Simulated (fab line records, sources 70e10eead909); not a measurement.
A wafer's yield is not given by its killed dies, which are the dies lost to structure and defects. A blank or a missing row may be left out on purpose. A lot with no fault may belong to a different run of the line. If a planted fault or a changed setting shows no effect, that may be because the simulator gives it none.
What tool caused it? | flow nand_harc | Sampling: 15 lots, 45 wafers, 5 of 1302 route steps

== WHAT THE GAUGES READ, wafer by wafer ==
NHARC_END_SORT_01. Usual: killed_at_array 56, standard deviation 19; killed_at_other 1.0, standard deviation 1.3; killed_at_periphery 3.8, standard deviation 2.2; killed_dies 61, standard deviation 19; killed_open 3.1, standard deviation 1.9; killed_short 2.3, standard deviation 1.5.
lot  | measured     | on        | killed_at_array | killed_at_other | killed_at_periphery | killed_dies | killed_open | killed_short | flag
L920 | day 26 02:43 | prober-02 | 672 675 671     | 0 0 0           | 5 2 6               | 677 677 677 | 4 2 2       | 1 3 1        | OFF
L923 | day 27 00:12 | prober-01 | 676 673 677     | 0 1 0           | 1 3 0               | 677 677 677 | 6 5 2       | 2 1 3        | OFF
L924 | day 27 10:25 | prober-02 | 672 671 669     | 0 0 1           | 5 6 7               | 677 677 677 | 2 0 2       | 2 4 2        | OFF
L933 | day 31 15:49 | prober-02 | 75 80 69        | 0 0 0           | 5 4 7               | 80 84 76    | 1 5 6       | 3 3 0        |

== WHAT TOOL EACH LOT RAN ON (gives the tool, then ch and the chambers of the sampled wafers, and finally the start) ==
lot  | NHARC_A_STAIRCASE_ETCH_403          | NHARC_THIN_TSV_STRIP_45              | NHARC_THIN_TSV_PVD_51                   | NHARC_THIN_TSV_DEGAS_53
L918 | wet_bench-09 ch 0,1,4, day 19 12:16 | plasma_asher-02 ch 0,1, day 24 07:52 | pvd_sputter-02, day 24 11:43 or earlier | pvd_sputter-01, day 24 11:43
L917 | wet_bench-09 ch 1,5,6, day 19 12:28 | plasma_asher-02 ch 0,1, day 24 06:25 | pvd_sputter-03, day 24 10:17 or earlier | pvd_sputter-02, day 24 10:17
L919 | wet_bench-05 ch 0,2,4, day 20 03:02 | plasma_asher-01 ch 0,1, day 24 18:05 | pvd_sputter-02, day 24 21:56 or earlier | pvd_sputter-02, day 24 21:56
L920 | wet_bench-09 ch 1,5,6, day 20 18:17 | -                                    | -                                       | -
L923 | wet_bench-09 ch 4,6,7, day 21 14:25 | -                                    | -                                       | -
L924 | wet_bench-05 ch 0,1,4, day 22 02:38 | -                                    | -                                       | -
L928 | wet_bench-09 ch 0,1,2, day 23 14:56 | plasma_asher-02 ch 0,1, day 28 13:26 | pvd_sputter-02, day 28 17:05 or earlier | pvd_sputter-03, day 28 17:05
L932 | wet_bench-09 ch 1,3,7, day 25 04:33 | plasma_asher-02 ch 0,1, day 30 01:56 | pvd_sputter-02, day 30 05:34 or earlier | pvd_sputter-02, day 30 05:34
L934 | wet_bench-05 ch 0,5,6, day 25 23:33 | plasma_asher-02 ch 0,1, day 30 22:46 | pvd_sputter-03, day 31 02:32 or earlier | pvd_sputter-03, day 31 02:32
L933 | wet_bench-05 ch 2,4,6, day 25 23:41 | plasma_asher-02 ch 1, day 31 00:02   | pvd_sputter-01, day 31 03:43 or earlier | pvd_sputter-02, day 31 03:43
L936 | wet_bench-07 ch 2,6,7, day 26 14:38 | plasma_asher-02 ch 0,1, day 31 07:40 | pvd_sputter-03, day 31 11:22 or earlier | pvd_sputter-03, day 31 11:22
L935 | wet_bench-07 ch 0,4,5, day 26 14:56 | plasma_asher-02 ch 0,1, day 31 06:22 | pvd_sputter-03, day 31 10:05 or earlier | pvd_sputter-01, day 31 10:05
L937 | wet_bench-05 ch 0,3,7, day 27 01:37 | plasma_asher-01 ch 0,1, day 31 14:19 | pvd_sputter-01, day 31 17:57 or earlier | pvd_sputter-01, day 31 17:57
L938 | wet_bench-05 ch 5,6,7, day 28 02:58 | plasma_asher-01 ch 0,1, day 32 15:36 | pvd_sputter-02, day 32 19:20 or earlier | pvd_sputter-03, day 32 19:20
L940 | wet_bench-07 ch 2,4,5, day 29 00:42 | plasma_asher-01 ch 0,1, day 33 21:43 | pvd_sputter-01, day 34 01:29 or earlier | pvd_sputter-01, day 34 01:29
- NHARC_A_STAIRCASE_ETCH_403: etches SiO2 in dHF, target depth 108.2 nm.
- NHARC_THIN_TSV_STRIP_45: strips in O2.
- NHARC_THIN_TSV_PVD_51: deposits Cu, target thk 100 nm.
- NHARC_THIN_TSV_DEGAS_53: time 60 s.

== WHAT THE TOOLS THEMSELVES READ (means of the sampled wafers that have a number; where no wafer has one, the mark that the record gives instead) ==
NHARC_THIN_TSV_STRIP_45. Usual: drypump_motor_current_A 5.8 A, standard deviation 0.42; heater_power_w 310 W, standard deviation 18; rf_refl_power_W 31 W, standard deviation 16.
lot  | tool            | drypump_motor_current_A (A) | heater_power_w (W) | rf_refl_power_W (W) | flag
L918 | plasma_asher-02 | 6.3                         | 315                | 34                  |
L917 | plasma_asher-02 | 6.2                         | 307                | 43                  |
L919 | plasma_asher-01 | 5.5                         | 311                | 18                  |
L928 | plasma_asher-02 | 6.3                         | 315                | 34                  |
L932 | plasma_asher-02 | 6.2                         | 298                | 42                  |
L934 | plasma_asher-02 | 6.2                         | 303                | 42                  |
L933 | plasma_asher-02 | 6.5                         | 326                | 25                  |
L936 | plasma_asher-02 | 6.3                         | 312                | 34                  |
L935 | plasma_asher-02 | 6.2                         | 299                | 42                  |
L937 | plasma_asher-01 | 5.5                         | 307                | -                   | OFF
L938 | plasma_asher-01 | 5.5                         | 307                | -                   | OFF
L940 | plasma_asher-01 | 5.5                         | 302                | 18                  |

NHARC_THIN_TSV_PVD_51. Usual: throttle_valve_pct at 29.7 %, with a standard deviation of 0.93.
lot  | tool           | throttle_valve_pct (%) | flag
L918 | pvd_sputter-02 | 30.1                   |
L917 | pvd_sputter-03 | 30.4                   |
L919 | pvd_sputter-02 | 29.9                   |
L928 | pvd_sputter-02 | 29.5                   |
L932 | pvd_sputter-02 | 30.4                   |
L934 | pvd_sputter-03 | 29.8                   |
L933 | pvd_sputter-01 | 29.4                   |
L936 | pvd_sputter-03 | 29.4                   |
L935 | pvd_sputter-03 | 29.3                   |
L937 | pvd_sputter-01 | 29.4                   |
L938 | pvd_sputter-02 | 29.3                   |
L940 | pvd_sputter-01 | 30.2                   |

NHARC_THIN_TSV_DEGAS_53. Usual: heater_power_w at 479 W, with a standard deviation of 47.
lot  | tool           | heater_power_w (W) | flag
L918 | pvd_sputter-01 | 507                |
L917 | pvd_sputter-02 | 453                |
L919 | pvd_sputter-02 | 485                |
L928 | pvd_sputter-03 | 488                |
L932 | pvd_sputter-02 | 466                |
L934 | pvd_sputter-03 | 495                |
L933 | pvd_sputter-02 | 457                |
L936 | pvd_sputter-03 | 510                |
L935 | pvd_sputter-01 | 510                |
L937 | pvd_sputter-01 | 509                |
L938 | pvd_sputter-03 | 464                |
L940 | pvd_sputter-01 | 534                |

== THE ANSWER, worked out from the rows above alone ==
Rule: lot off if the mean of its wafers having a number is beyond 3 standard deviations from the usual mean. A lot without any number at a reading at which 4 lots or more have one is off too. Where the step has rows for the other lots, those lots are counted as sound. Order of review: gauges by route order, followed by the tools' own readings, for which a lot's mean as printed above is used. The first step at which some lot is off is used, and at that step the reading that is off furthest; a lot without a number counts as furthest.
Off at NHARC_END_SORT_01 (killed_at_array): L920, L923, L924. Neither off nor sound, because the step has no rows for them: L918, L917, L919, L928, L932, L934, L936, L935, L937, L938, L940.
A tool fits if, at a process step before that reading, it ran every lot that is off, and no sound lot after the first of them. The gauges at NHARC_END_SORT_01 are tried like those tools. Because NHARC_THIN_TSV_PVD_51 lacks a start for some lots, the hours and order of its lots are taken from NHARC_THIN_TSV_DEGAS_53. Of those tried, none fits.

== WHAT THE SIMULATOR PUT IN ==
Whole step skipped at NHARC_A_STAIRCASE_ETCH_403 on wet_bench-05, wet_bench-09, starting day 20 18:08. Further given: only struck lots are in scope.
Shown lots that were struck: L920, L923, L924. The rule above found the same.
